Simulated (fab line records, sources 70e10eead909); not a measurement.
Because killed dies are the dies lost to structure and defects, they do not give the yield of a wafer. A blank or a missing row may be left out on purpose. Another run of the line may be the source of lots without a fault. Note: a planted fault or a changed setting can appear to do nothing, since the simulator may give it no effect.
Which tool is to blame? ; flow nand_harc ; 12 lots, 36 wafers sampled, at 5 steps of a route of 1302

## WHAT THE GAUGES READ, wafer by wafer
NHARC_A_ONON_D2_THK_MEAS_08: measures by ellipsometry.
lot;measured;on;thk_nm (nm)
L819;day 12 07:07;film_metro-02;1007 1011 1007
L820;day 12 20:22;film_metro-02;1000 1002 1002
L821;day 13 18:05;film_metro-02;1005 1005 1006
L822;day 13 18:06;film_metro-02;1010 1011 1012
L824;day 14 04:23;film_metro-02;985 986 985
L825;day 14 23:41;film_metro-02;998 998 998
L826;day 15 13:34;film_metro-02;995 994 997
L828;day 16 16:29;film_metro-01;992 994 992
L829;day 16 16:08;film_metro-01;975 973 976
L831;day 17 06:46;film_metro-01;1009 1008 1010
L833;day 18 09:52;film_metro-02;1002 1002 1002
L834;day 18 12:30;film_metro-02;1441 1002 1002

NHARC_A_ONON_D2_THK_MEAS_27: measures by ellipsometry.
lot;measured;on;thk_nm (nm)
L819;day 12 18:37;film_metro-02;999 1001 998
L820;day 13 06:37;film_metro-02;999 998 999
L821;day 14 05:04;film_metro-02;991 994 992
L822;day 14 04:45;film_metro-01;991 991 991
L824;day 14 15:17;film_metro-01;987 987 985
L825;day 15 10:14;film_metro-02;984 986 986
L826;day 16 00:01;film_metro-02;1012 1013 1011
L828;day 17 02:30;film_metro-01;1015 1017 1017
L829;day 17 02:29;film_metro-01;1005 1003 1004
L831;day 17 17:48;film_metro-02;984 986 988
L833;day 18 20:25;film_metro-02;995 994 996
L834;day 18 20:25;film_metro-01;997 999 999

## TOOL THAT RAN EACH LOT (tool first, then ch and the chambers of the sampled wafers, then the start)
lot;NHARC_A_CHANNEL_HOLE_D1_ETCH_21;NHARC_A_CHANNEL_HOLE_D1_ETCH_24;NHARC_A_ONON_D2_DEP_06
L819;har_etch-01 ch 0,1, day 8 11:15;har_etch-01 ch 0,1, day 8 13:00;pecvd_onon-04 ch 0, day 12 06:40
L820;har_etch-02 ch 0,1, day 9 00:22;har_etch-02 ch 0,1, day 9 02:04;pecvd_onon-02 ch 0, day 12 19:54
L821;har_etch-01 ch 0,1, day 9 11:07;har_etch-01 ch 0,1, day 9 12:49;pecvd_onon-02 ch 0, day 13 17:32
L822;har_etch-01 ch 0,1, day 9 18:29;har_etch-01 ch 0,1, day 9 20:11;pecvd_onon-03 ch 0, day 13 17:34
L824;har_etch-01 ch 0,1, day 10 11:04;har_etch-01 ch 0,1, day 10 12:56;pecvd_onon-03 ch 0, day 14 04:04
L825;har_etch-01 ch 1, day 11 05:59;har_etch-01 ch 1, day 11 07:46;pecvd_onon-03 ch 0, day 14 23:14
L826;har_etch-02 ch 0, day 11 18:30;har_etch-02 ch 0, day 11 20:16;pecvd_onon-04 ch 0, day 15 13:07
L828;har_etch-02 ch 0,1, day 12 10:43;har_etch-02 ch 0,1, day 12 12:26;pecvd_onon-04 ch 0, day 16 16:02
L829;har_etch-02 ch 0,1, day 12 17:05;har_etch-02 ch 0,1, day 12 18:54;pecvd_onon-04 ch 0, day 16 15:44
L831;har_etch-02 ch 0,1, day 13 12:10;har_etch-02 ch 0,1, day 13 14:02;pecvd_onon-04 ch 0, day 17 06:22
L833;har_etch-02 ch 0,1, day 14 10:23;har_etch-02 ch 0,1, day 14 12:08;pecvd_onon-04 ch 0, day 18 09:25
L834;har_etch-02 ch 0,1, day 14 18:46;har_etch-02 ch 0,1, day 14 20:35;pecvd_onon-04 ch 0, day 18 12:07
- NHARC_A_CHANNEL_HOLE_D1_ETCH_21: etches the open film in C4F8/O2/Ar, time 514.3 s, target depth 1600 nm.
- NHARC_A_CHANNEL_HOLE_D1_ETCH_24: etches the open film in C4F8/O2/Ar, time 906.2 s, target depth 1500 nm.
- NHARC_A_ONON_D2_DEP_06: target thk 1000 nm.

## WHAT THE TOOLS THEMSELVES READ (means of the sampled wafers that have a number; where no wafer has one, the mark that the record gives instead)
NHARC_A_CHANNEL_HOLE_D1_ETCH_21.
lot;tool;c4f8_flow_sccm (sccm);drypump_motor_current_A (A);o2_flow_sccm (sccm);showerhead_plenum_p_Torr (Torr);throttle_valve_pct (%)
L819;har_etch-01;89.32;6.3;35.78;3.60;32.157
L820;har_etch-02;89.35;6.1;35.84;3.59;32.153
L821;har_etch-01;89.62;6.1;35.72;3.66;32.159
L822;har_etch-01;89.32;6.1;35.79;3.65;32.149
L824;har_etch-01;89.26;6.1;35.68;3.65;32.161
L825;har_etch-01;89.40;6.6;35.73;3.51;32.142
L826;har_etch-02;89.10;6.7;35.61;3.49;32.162
L828;har_etch-02;89.29;5.5;35.67;3.65;32.156
L829;har_etch-02;89.35;5.5;35.74;3.65;32.147
L831;har_etch-02;89.12;5.5;35.72;3.64;32.156
L833;har_etch-02;89.36;6.1;35.68;3.56;32.149
L834;har_etch-02;89.34;5.5;35.76;3.63;32.160

NHARC_A_CHANNEL_HOLE_D1_ETCH_24.
lot;tool;c4f8_flow_sccm (sccm);drypump_motor_current_A (A);o2_flow_sccm (sccm);showerhead_plenum_p_Torr (Torr);throttle_valve_pct (%)
L819;har_etch-01;93.67;6.4;31.15;3.59;32.238
L820;har_etch-02;94.06;6.1;31.07;3.59;32.236
L821;har_etch-01;94.00;6.1;31.23;3.65;32.238
L822;har_etch-01;93.97;6.1;31.14;3.65;32.230
L824;har_etch-01;94.13;6.1;31.19;3.64;32.235
L825;har_etch-01;93.38;6.6;31.11;3.50;32.239
L826;har_etch-02;93.86;6.7;31.22;3.48;32.241
L828;har_etch-02;94.04;5.5;31.18;3.65;32.243
L829;har_etch-02;93.87;5.5;31.29;3.64;32.239
L831;har_etch-02;93.86;5.5;31.20;3.64;32.229
L833;har_etch-02;93.88;6.1;31.21;3.55;32.234
L834;har_etch-02;93.93;5.5;31.23;3.63;32.234

## THE ANSWER, worked out from the rows above alone
Rule: what is usual is taken from the lots themselves. The widest of any qualifying gaps counts: lots, ordered by their means at a reading, are off when they make up no more than a third of the lots, leave a main group of 4 or more, and stand apart from it by 3 or more times the standard deviation of that group's means. If all means in a main group match to the digits the tables above print for the reading, that group is not used. Also off: a lot with no number at a reading for which 4 or more lots have one. Where the step has rows for the other lots, those lots are counted as sound. Order of review: gauges by route order, followed by the tools' own readings, for which a lot's mean as printed above is used. At the first step where some lot is off, the reading lying furthest off is the one used; lots without a number count as furthest.
Off: L834, at NHARC_A_ONON_D2_THK_MEAS_08 (thk_nm). The main group: mean 998 nm, standard deviation 11.
If a tool, at a process step before that reading, ran all the lots that are off and no sound lot after the first of them, it fits. Those tools and the gauges at NHARC_A_ONON_D2_THK_MEAS_08 are tried in the same way. Can't be told from this: 3 tools fit, har_etch-02 at NHARC_A_CHANNEL_HOLE_D1_ETCH_21 and NHARC_A_CHANNEL_HOLE_D1_ETCH_24, pecvd_onon-04 at NHARC_A_ONON_D2_DEP_06, film_metro-02 at NHARC_A_ONON_D2_THK_MEAS_08.

## WHAT THE SIMULATOR HAD PUT IN
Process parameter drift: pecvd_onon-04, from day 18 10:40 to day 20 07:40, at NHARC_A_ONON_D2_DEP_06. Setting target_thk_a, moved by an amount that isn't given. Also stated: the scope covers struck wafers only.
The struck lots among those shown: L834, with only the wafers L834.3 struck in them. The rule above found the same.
